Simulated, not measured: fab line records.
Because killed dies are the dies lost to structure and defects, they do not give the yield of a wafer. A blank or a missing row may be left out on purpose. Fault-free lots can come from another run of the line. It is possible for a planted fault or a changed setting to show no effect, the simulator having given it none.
A struck lot beside a sound one ; flow n5-finfet ; 38 out of 1938 route steps
Sound: these wafers, L505.4, L505.5, L505.6. Struck: wafer L507.1; the same lot's L507.4 was not struck, so it is left out; see the end for the cause.
Per side, at each step with rows, come the tool, then ch with its chambers, and then its first start. Under that, the readings that differ: sound wafers ; struck wafers ; difference of the means ; sigmas: that difference in standard deviations of wafers without a fault.
alike: words and numbers the same on both sides, and readings whose means are apart by under 2 such deviations; not compared: readings that were withheld, readings missing a value for some wafer, numbers with overlapping values and no deviation given by the record, and bounds like >300 which may hide the same value.
Wherever a step has rows on one side only, a row that says differs or no value, or a row with sigmas, the two part there. When numbers do not overlap yet have no deviation, they are printed without sigmas and do not part them. Lack of a reading on every wafer of one side parts them only where that side has two or more wafers.

first, 9 steps without rows for these wafers: N5_BEOL_M4_ANNEAL_95 (time 240 s); N5_BEOL_M4_SPUTTER_96 (material Cu, target thk 4.5 nm, time 8.29 s); N5_BEOL_M4_ECD_50 (material Cu, target thk 300 nm); N5_BEOL_M4_ANNEAL_51 (time 90 s); N5_BEOL_M4_CMP_52 (polishes, stops on SiOC, t overpolish 6.8 s, target thk 40 nm); N5_BEOL_M4_PRE_CLEAN_60 (time 15 s); N5_BEOL_M4_CO_CAP_55 (material Co, precursor CCTBA/H2, target thk 2 nm, time 102.1 s); N5_BEOL_M4_PRE_CLEAN_56 (time 15 s); N5_BEOL_M4_DEP_57 (deposits SiCN from 3MS/NH3, target thk 8 nm, time 14 s).
N5_BEOL_M4_RC_MEAS_101:
  sound on prober-02 ch 0, day 12 02:07; struck on prober-02 ch 0, day 12 12:07
  alike: DIBL_N, DIBL_P, IOFF_N, IOFF_P, ION_N, ION_P, SS_N, SS_P, VT_N, VT_P
then, 24 steps without rows for these wafers: N5_BEOL_M5_ILD_DEP_00 (deposits SiCOH lowk from DEMS/porogen, target thk 140.64 nm, time 25.9 s); N5_BEOL_M5_CURE_79 (cures SiCOH lowk, time 240 s); N5_BEOL_M5_PECVD_70 (deposits SiO2 from TEOS/O2, target thk 16 nm, time 18 s); N5_BEOL_M5_HM_DEP_02 (deposits TiN, target thk 20 nm); N5_BEOL_M5_COAT_59 (time 60 s, resist thk 60 nm); N5_BEOL_M5_COAT_60 (time 60 s, resist thk 12 nm); N5_BEOL_M5_COAT_71 (time 60 s, resist thk 5 nm); N5_BEOL_M5_COAT_05 (resist thk 30 nm); N5_BEOL_M5_EBR_07; N5_BEOL_M5_SOFTBAKE_06 (time 60 s); N5_BEOL_M5_EXPOSE_08 (exposes mask M5, target cd 28 nm); N5_BEOL_M5_PEB_09 (peb time 60 s); N5_BEOL_M5_DEVELOP_10 (develop time 30 s); N5_BEOL_M5_DESCUM_16 (chemistry O2, time 7 s); N5_BEOL_M5_ETCH_72 (etches underlayer in N2/H2, target depth 6.5 nm, time 5.2 s); N5_BEOL_M5_ETCH_61 (etches SiARC in CF4, target depth 15.6 nm, time 26 s); N5_BEOL_M5_ETCH_62 (etches SOC in N2/H2, target depth 75 nm, overetch 15 nm, time 112.5 s); N5_BEOL_M5_STRIP_63 (strips in N2/H2); N5_BEOL_M5_STRIP_73 (strips in N2/H2); N5_BEOL_M5_STRIP_64 (strips in CF4); N5_BEOL_M5_HM_OPEN_17 (chemistry Cl2/BCl3, target TiN, target depth 20 nm, overetch 6 nm); N5_BEOL_M5_STRIP_19 (strips in O2); N5_BEOL_M5_COAT_65 (time 60 s, resist thk 60 nm); N5_BEOL_M5_COAT_66 (time 60 s, resist thk 12 nm).
-- here the record skips 4 days between the struck wafers' starts before and after, leaving off in module BEOL_M5 and picking up in module PASSIVATION (first step shown: number 1910 of the route) --
N5_PASSIVATION_AL_DEP_21: deposits Al, target thk 2800 nm, time 170 s.
  sound on pvd-sputter-03, day 16 06:10; struck on pvd-sputter-03, day 16 15:17
reading;sound;struck;difference;sigmas
model.Al_of_PASSIVATION_AL_DEP_21.thk-nm (nm);2825 2794 2794;4026;+1222;
  alike: throttle-valve-pct
N5_PASSIVATION_ETCH_59: etches TaN in Cl2/BCl3, target depth 65 nm, time 34.9 s.
  sound on rie-metal-01 ch 0,1, day 16 07:22; struck on rie-metal-02 ch 1, day 16 16:58
reading;sound;struck;difference;sigmas
drypump-motor-current-A (A);5.0 5.0 5.9;6.3;+1.0;+2
oes-product-au (a.u.);0.69 0.69 0.67;0.25;-0.43;-4
rf-hours-counter-h (h);- - -;1;no value on the sound wafers;
throttle-valve-pct (%);21.16 21.18 21.23;22.66;+1.47;+8
  alike: rf-fwd-power-W
N5_PASSIVATION_STRIP_52: strips in post etch residue remover, time 1200 s.
  sound on wet-bench-06 ch 0,3,7, day 16 09:20; struck on wet-bench-03 ch 0, day 16 20:01
reading;sound;struck;difference;sigmas
model.Al_of_PASSIVATION_AL_DEP_21.thk-nm (nm);2809 2779 2779;4011;+1222;
  alike: bath-guard-temp-C
N5_PASSIVATION_PROBE_49:
  record: rows for the struck wafers here (prober-01, day 16 22:26), none for the sound ones

WHERE THEY PART
At N5_PASSIVATION_ETCH_59 first; at N5_PASSIVATION_PROBE_49 last (within this record only).

WHY: whatever the simulator had introduced
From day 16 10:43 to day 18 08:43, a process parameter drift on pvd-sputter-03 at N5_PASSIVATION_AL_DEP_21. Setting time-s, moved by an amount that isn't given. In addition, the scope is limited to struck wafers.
